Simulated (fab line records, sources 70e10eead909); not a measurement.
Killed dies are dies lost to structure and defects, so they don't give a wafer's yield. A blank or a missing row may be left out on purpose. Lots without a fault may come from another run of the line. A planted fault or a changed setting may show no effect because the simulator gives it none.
Which tool did it? | flow nand_harc | 12 lots, 36 wafers sampled, at 5 steps of a route of 1302

WHAT THE GAUGES READ, wafer by wafer
NHARC_END_SORT_01. Usual: defect_limited_yield 91.2 %, standard deviation 2.6; killed_at_array 55, standard deviation 17; killed_at_other 0.9, standard deviation 1.2; killed_at_periphery 3.7, standard deviation 2.5; killed_dies 59, standard deviation 18; killed_open 3.4, standard deviation 1.9; killed_short 2.6, standard deviation 1.6; sort_bin_2_pct 3.1 %, standard deviation 1.2; sort_bin_3_pct 0.7 %, standard deviation 0.4; sort_bin_4_pct 4.9 %, standard deviation 1.4; sort_n_pass 618, standard deviation 18; sort_rim_yield_pct 93 %, standard deviation 3.7; sort_yield_pct 91.2 %, standard deviation 2.6.
lot  | measured     | on        | defect_limited_yield (%) | killed_at_array | killed_at_other | killed_at_periphery | killed_dies | killed_open | killed_short | sort_bin_2_pct (%) | sort_bin_3_pct (%) | sort_bin_4_pct (%) | sort_n_pass | sort_rim_yield_pct (%) | sort_yield_pct (%) | flag
L187 | day 24 10:16 | prober-01 | 89.5 91.4 91.9           | 64 55 52        | 1 0 2           | 6 3 1               | 71 58 55    | 7 5 3       | 4 1 5        | 4.1 3.1 2.4        | 0.9 0.9 0.6        | 5.5 4.6 5.2        | 606 619 622 | 99 90 93               | 89.5 91.4 91.9     |
L189 | day 24 20:43 | prober-01 | 92.9 92.2 94.2           | 38 44 35        | 2 1 0           | 8 8 4               | 48 53 39    | 6 1 3       | 4 1 3        | 2.7 2.1 1.2        | 0.3 0.3 1.0        | 4.1 5.5 3.5        | 629 624 638 | 89 91 89               | 92.9 92.2 94.2     |
L188 | day 25 04:29 | prober-01 | 92.5 92.9 91.0           | 49 44 57        | 1 1 0           | 1 3 4               | 51 48 61    | 2 2 3       | 5 4 6        | 2.5 2.2 3.7        | 0.6 0.3 0.3        | 4.4 4.6 5.0        | 626 629 616 | 96 98 93               | 92.5 92.9 91.0     |
L190 | day 27 07:40 | prober-01 | 89.8 90.1 90.7           | 61 57 56        | 2 4 4           | 6 6 3               | 69 67 63    | 4 3 0       | 0 0 2        | 4.4 3.5 3.2        | 0.7 1.3 1.2        | 5.0 5.0 4.9        | 608 610 614 | 91 92 98               | 89.8 90.1 90.7     |
L191 | day 27 14:11 | prober-02 | 88.8 89.2 89.5           | 73 71 70        | 0 0 0           | 3 2 1               | 76 73 71    | 4 3 10      | 3 1 2        | 4.1 3.5 4.3        | 1.5 1.5 0.6        | 5.6 5.8 5.6        | 601 604 606 | 90 96 91               | 88.8 89.2 89.5     |
L195 | day 27 20:23 | prober-02 | 95.3 94.8 95.9           | 30 31 25        | 1 1 3           | 1 3 0               | 32 35 28    | 2 2 4       | 1 1 1        | 1.5 1.6 1.6        | 0.3 0 0.1          | 3.0 3.5 2.4        | 645 642 649 | 91 100 98              | 95.3 94.8 95.9     |
L193 | day 28 00:06 | prober-01 | 87.9 88.6 87.3           | 78 73 84        | 0 1 0           | 4 3 2               | 82 77 86    | 6 3 3       | 2 2 6        | 5.2 4.0 5.6        | 0.6 1.5 1.0        | 6.4 5.9 6.1        | 595 600 591 | 97 91 96               | 87.9 88.6 87.3     |
L196 | day 28 18:16 | prober-01 | 88.2 87.7 86.6           | 71 73 82        | 5 3 3           | 4 7 6               | 80 83 91    | 3 1 3       | 5 1 3        | 4.0 4.0 4.9        | 1.2 1.2 0.9        | 6.6 7.1 7.7        | 597 594 586 | 92 89 97               | 88.2 87.7 86.6     |
L198 | day 29 01:13 | prober-01 | 91.6 0 0                 | 50 671 665      | 0 0 0           | 7 6 12              | 57 677 677  | 4 3 1       | 5 2 2        | 3.8 93.5 92.3      | 0.9 0.4 1.0        | 3.7 6.1 6.6        | 620 0 0     | 94 0 0                 | 91.6 0 0           | OFF
L199 | day 29 06:59 | prober-02 | 90.7 0 91.0              | 63 673 54       | 0 0 1           | 0 4 6               | 63 677 61   | 2 0 4       | 3 1 0        | 4.1 93.5 3.7       | 0.7 0.9 0.4        | 4.4 5.6 4.9        | 614 0 616   | 95 0 91                | 90.7 0 91.0        | OFF
L207 | day 32 08:37 | prober-01 | 90.3 95.0 95.0           | 60 28 32        | 0 1 0           | 6 5 2               | 66 34 34    | 4 1 2       | 1 2 1        | 4.0 2.1 2.1        | 0.7 0.3 0.1        | 5.0 2.7 2.8        | 611 643 643 | 94 90 88               | 90.3 95.0 95.0     |
L210 | day 34 06:31 | prober-01 | 95.3 94.7 92.9           | 30 34 47        | 0 1 0           | 2 1 1               | 32 36 48    | 3 3 2       | 3 3 4        | 1.6 1.8 2.7        | 0.4 0.3 0.3        | 2.7 3.2 4.1        | 645 641 629 | 91 91 100              | 95.3 94.7 92.9     |

WHICH TOOL RAN EACH LOT (tool, then ch and the chambers of the sampled wafers, then the start)
lot  | NHARC_A_M1_PVD_21            | NHARC_THIN_TSV_DEP_47           | NHARC_THIN_TSV_DEGAS_53      | NHARC_THIN_TSV_ETCH_59
L187 | pvd_sputter-01, day 22 17:52 | pecvd-01 ch 1,2, day 23 13:28   | pvd_sputter-01, day 23 16:25 | rie_metal-02 ch 0,1, day 23 17:49
L189 | pvd_sputter-01, day 23 09:23 | pecvd-01 ch 0,2, day 24 07:21   | pvd_sputter-03, day 24 10:25 | rie_metal-02 ch 0,1, day 24 11:50
L188 | pvd_sputter-02, day 23 10:17 | pecvd-04 ch 0,2, day 24 08:43   | pvd_sputter-01, day 24 11:36 | rie_metal-03 ch 0,1, day 24 13:02
L190 | pvd_sputter-02, day 24 08:29 | pecvd-03 ch 0,1,2, day 26 08:22 | pvd_sputter-02, day 26 11:20 | rie_metal-01 ch 0,1, day 26 12:46
L191 | pvd_sputter-02, day 24 19:35 | pecvd-01 ch 0,1,2, day 26 11:03 | pvd_sputter-01, day 26 14:05 | rie_metal-03 ch 0,1, day 26 15:28
L195 | pvd_sputter-03, day 25 17:15 | pecvd-03 ch 1,2, day 26 16:21   | pvd_sputter-02, day 26 19:14 | rie_metal-01 ch 1, day 26 20:32
L193 | pvd_sputter-03, day 26 00:08 | pecvd-01 ch 0,2, day 26 20:38   | pvd_sputter-03, day 26 23:49 | rie_metal-01 ch 0, day 27 01:11
L196 | pvd_sputter-03, day 27 03:42 | pecvd-01 ch 0,1,2, day 28 04:41 | pvd_sputter-03, day 28 08:08 | rie_metal-02 ch 1, day 28 09:28
L198 | pvd_sputter-03, day 27 06:12 | pecvd-01 ch 1, day 28 05:04     | pvd_sputter-02, day 28 08:17 | rie_metal-01 ch 1, day 28 09:45
L199 | pvd_sputter-03, day 27 17:39 | pecvd-01 ch 0,2, day 28 14:31   | pvd_sputter-03, day 28 17:26 | rie_metal-01 ch 1, day 28 18:44
L207 | pvd_sputter-03, day 30 23:11 | pecvd-01 ch 1,2, day 31 19:15   | pvd_sputter-02, day 31 22:07 | rie_metal-01 ch 0,1, day 31 23:44
L210 | pvd_sputter-03, day 32 21:00 | pecvd-03 ch 0,1,2, day 33 18:39 | pvd_sputter-02, day 33 21:35 | rie_metal-02 ch 0,1, day 33 23:02
- NHARC_A_M1_PVD_21: deposits Cu, target thk 30 nm, time 20.49 s.
- NHARC_THIN_TSV_DEP_47: deposits SiO2, target thk 200 nm.
- NHARC_THIN_TSV_DEGAS_53: time 60 s.
- NHARC_THIN_TSV_ETCH_59: etches the open film in Cl2/BCl3, target depth 880 nm, time 138.1 s.

WHAT THE TOOLS THEMSELVES READ (means of the sampled wafers that have a number; where no wafer has one, the mark that the record gives instead)
NHARC_A_M1_PVD_21. Usual: throttle_valve_pct 30.5 %, standard deviation 0.78.
lot  | tool           | throttle_valve_pct (%) | flag
L187 | pvd_sputter-01 | 30.3                   |
L189 | pvd_sputter-01 | 30.2                   |
L188 | pvd_sputter-02 | 30.9                   |
L190 | pvd_sputter-02 | 30.7                   |
L191 | pvd_sputter-02 | 30.9                   |
L195 | pvd_sputter-03 | 29.5                   |
L193 | pvd_sputter-03 | 29.8                   |
L196 | pvd_sputter-03 | 29.5                   |
L198 | pvd_sputter-03 | 29.9                   |
L199 | pvd_sputter-03 | 29.1                   |
L207 | pvd_sputter-03 | 29.8                   |
L210 | pvd_sputter-03 | 29.7                   |

NHARC_THIN_TSV_DEP_47. Usual: flow_sccm 2650 sccm, standard deviation 7.8; rf_fwd_power_W 897.4 W, standard deviation 2.8; throttle_valve_pct 16.0 %, standard deviation 0.4.
lot  | tool     | flow_sccm (sccm) | rf_fwd_power_W (W) | throttle_valve_pct (%) | flag
L187 | pecvd-01 | 2652             | 898.3              | 15.5                   |
L189 | pecvd-01 | 2657             | 897.9              | 15.8                   |
L188 | pecvd-04 | 2641             | 896.0              | 16.0                   |
L190 | pecvd-03 | 2655             | 897.4              | 16.2                   |
L191 | pecvd-01 | 2648             | 896.3              | 15.6                   |
L195 | pecvd-03 | 2648             | 899.6              | 16.4                   |
L193 | pecvd-01 | 2650             | 898.1              | 15.8                   |
L196 | pecvd-01 | 2656             | 894.5              | 15.8                   |
L198 | pecvd-01 | 2646             | 899.4              | 15.8                   |
L199 | pecvd-01 | 2646             | 894.9              | 15.6                   |
L207 | pecvd-01 | 2648             | 898.8              | 15.9                   |
L210 | pecvd-03 | 2650             | 897.2              | 16.1                   |

NHARC_THIN_TSV_DEGAS_53. Usual: heater_power_w 467 W, standard deviation 42.
lot  | tool           | heater_power_w (W) | flag
L187 | pvd_sputter-01 | 479                |
L189 | pvd_sputter-03 | 483                |
L188 | pvd_sputter-01 | 511                |
L190 | pvd_sputter-02 | 435                |
L191 | pvd_sputter-01 | 492                |
L195 | pvd_sputter-02 | 489                |
L193 | pvd_sputter-03 | 495                |
L196 | pvd_sputter-03 | 482                |
L198 | pvd_sputter-02 | 493                |
L199 | pvd_sputter-03 | 486                |
L207 | pvd_sputter-02 | 427                |
L210 | pvd_sputter-02 | 473                |

NHARC_THIN_TSV_ETCH_59. Usual: drypump_motor_current_A 5.9 A, standard deviation 0.53; oes_product_au 0.995 a.u., standard deviation 0.013; rf_fwd_power_W 895 W, standard deviation 3.2; throttle_valve_pct 22.266 %, standard deviation 0.0092.
lot  | tool         | drypump_motor_current_A (A) | oes_product_au (a.u.) | rf_fwd_power_W (W) | throttle_valve_pct (%) | flag
L187 | rie_metal-02 | 6.6                         | 0.994                 | 898                | 22.275                 |
L189 | rie_metal-02 | 6.3                         | 0.993                 | 897                | 22.265                 |
L188 | rie_metal-03 | 5.7                         | 0.990                 | 890                | 22.264                 |
L190 | rie_metal-01 | 5.5                         | 0.989                 | 897                | 22.277                 |
L191 | rie_metal-03 | 6.0                         | 0.995                 | 892                | 22.266                 |
L195 | rie_metal-01 | 5.5                         | 0.989                 | 898                | 22.261                 |
L193 | rie_metal-01 | 5.3                         | 1.002                 | 899                | 22.268                 |
L196 | rie_metal-02 | 6.1                         | 0.985                 | 898                | 22.258                 |
L198 | rie_metal-01 | 5.5                         | 0.993                 | 896                | 22.270                 |
L199 | rie_metal-01 | 5.5                         | 1.001                 | 898                | 22.270                 |
L207 | rie_metal-01 | 5.4                         | 1.015                 | 894                | 22.275                 |
L210 | rie_metal-02 | 6.6                         | 0.997                 | 894                | 22.271                 |

THE ANSWER, worked out from the rows above alone
Rule: a lot is off if the mean of its wafers that have a number lies more than 3 standard deviations from the usual mean. A lot without any number at a reading at which 4 lots or more have one is off too. The other lots that the step has rows for count as sound. The gauges are gone through in route order, then the tools' own readings, and for those a lot's mean is taken as printed above. The first step at which some lot is off is used, and at that step the reading that is off furthest; a lot without a number counts as furthest.
Off: L198, L199, at NHARC_END_SORT_01 (sort_bin_2_pct).
A tool fits if, at a process step before that reading, it ran every lot that is off, and no sound lot after the first of them. The gauges at NHARC_END_SORT_01 are tried like those tools. None of those tried fits.

WHAT THE SIMULATOR HAD PUT IN
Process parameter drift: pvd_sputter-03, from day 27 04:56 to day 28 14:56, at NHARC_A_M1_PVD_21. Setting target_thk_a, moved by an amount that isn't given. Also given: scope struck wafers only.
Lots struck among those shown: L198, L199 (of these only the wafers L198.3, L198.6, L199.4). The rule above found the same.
